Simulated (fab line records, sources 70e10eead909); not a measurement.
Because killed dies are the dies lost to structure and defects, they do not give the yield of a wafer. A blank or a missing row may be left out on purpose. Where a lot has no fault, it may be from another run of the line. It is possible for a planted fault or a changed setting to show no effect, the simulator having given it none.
A lot that was struck, set against a sound lot :: flow nand_harc :: 16 steps out of a route of 1159
Sound: the wafers L492.1, L492.3, L492.5. Wafers struck: L511.4, L511.5, L511.6. The cause is named last.
At each step with rows: each side's tool, then ch and its chambers, then its first start. Under that, the readings that differ: sound wafers :: struck wafers :: difference of the means :: sigmas: that difference in standard deviations of wafers without a fault.
alike: words and numbers the same on both sides, and readings whose means are apart by under 2 such deviations; not compared: readings that were withheld, readings missing a value for some wafer, numbers with overlapping values and no deviation given by the record, and bounds like >300 which may hide the same value.
A row with sigmas, a row that says differs or no value, or rows on one side alone: a step with any of these is where the two part. When numbers do not overlap yet have no deviation, they are printed without sigmas and do not part them. A reading missing from all wafers of one side parts the sides only when that side holds two or more wafers.

NHARC_P_M1_ETCH_35: etches the open film in N2/H2, target depth 40 nm, overetch 12 nm, time 43.94 s.
  sound on rie_diel-03 ch 0,1,3, day 6 16:04; struck on rie_diel-10 ch 0,1,2, day 11 05:56
  alike: drypump_motor_current_A, oes_product_au, rf_vpp_V, showerhead_plenum_p_Torr, throttle_valve_pct
  not compared: rf_hours_counter_h
then, 1 step without rows for these wafers: NHARC_P_M1_ETCH_15 (etches the open film in C4F8/Ar, target depth 182.5 nm, time 91.2 s).
NHARC_P_M1_CD_MEAS_16:
  sound: cd_sem-03 at day 6 16:18; struck: cd_sem-01 at day 11 06:08
  alike: cd_nm
then, 1 step without rows for these wafers: NHARC_P_M1_STRIP_18 (strips in N2/H2).
NHARC_P_M1_ETCH_28: etches the open film in CF4/N2, target depth 30 nm, time 72.99 s.
  sound on rie_diel-03 ch 0,3; struck on rie_diel-03 ch 1,2,3
  alike: drypump_motor_current_A, oes_product_au, rf_vpp_V, showerhead_plenum_p_Torr, throttle_valve_pct
  not compared: rf_hours_counter_h
then, 1 step without rows for these wafers: NHARC_P_M1_STRIP_19 (strips in post etch residue remover, time 600 s).
NHARC_P_M1_DEGAS_29: time 60 s.
  sound: pvd_sputter-02 at day 6 17:05; struck: pvd_sputter-03 at day 11 06:52
  alike: heater_power_w, susceptor_temp_C
NHARC_P_M1_PRE_CLEAN_30: time 30 s.
  sound on pvd_sputter-02; struck on pvd_sputter-03
  alike: heater_power_w, susceptor_temp_C
NHARC_P_M1_PVD_20: deposits TaN, target thk 5 nm, time 8.06 s.
  sound on pvd_sputter-02; struck on pvd_sputter-03
  alike: throttle_valve_pct
then, 3 steps without rows for these wafers: NHARC_P_M1_PVD_21 (deposits Cu, target thk 30 nm, time 20.49 s); NHARC_P_M1_ECD_22 (material Cu, target thk 400 nm); NHARC_P_M1_ANNEAL_31 (time 90 s).
NHARC_P_M1_CMP_23: polishes, t overpolish 20 s, target thk 157.82 nm.
  sound on cmp-01 ch 2,3, day 6 18:19; struck on cmp-01 ch 1,2,3, day 11 08:03
  no value came back on the struck wafers for edge_zone_pressure_frac, motor_current_A (A), time_to_endpoint_s (s); on the sound wafers edge_zone_pressure_frac reads 1.001 1.000 1.001
NHARC_P_M1_THK_MEAS_24: measures by xrf.
  sound: film_metro-01 at day 6 18:35; struck: film_metro-02 at day 11 08:17
reading: thk_nm (nm)
sound: 158.0 159.6 158.1
struck: 402.4 407.9 406.3
difference: +247.0
sigmas: +99 or more
after that, 1 step had no rows for these wafers: NHARC_P_M1_SRD_25.
-- the record jumps here: 14 days lie between the struck wafers' starts before and after (it left off in module P_M1 and takes up again in module END, whose first step shown is number 1159 of the route) --
NHARC_END_SORT_01:
  here the record holds rows for the struck wafers (prober-02 ch 0, day 25 02:11) but none for the sound ones

## WHERE THEY PART
First at NHARC_P_M1_CMP_23; last, within this record, at NHARC_END_SORT_01.

WHY: whatever the simulator had introduced
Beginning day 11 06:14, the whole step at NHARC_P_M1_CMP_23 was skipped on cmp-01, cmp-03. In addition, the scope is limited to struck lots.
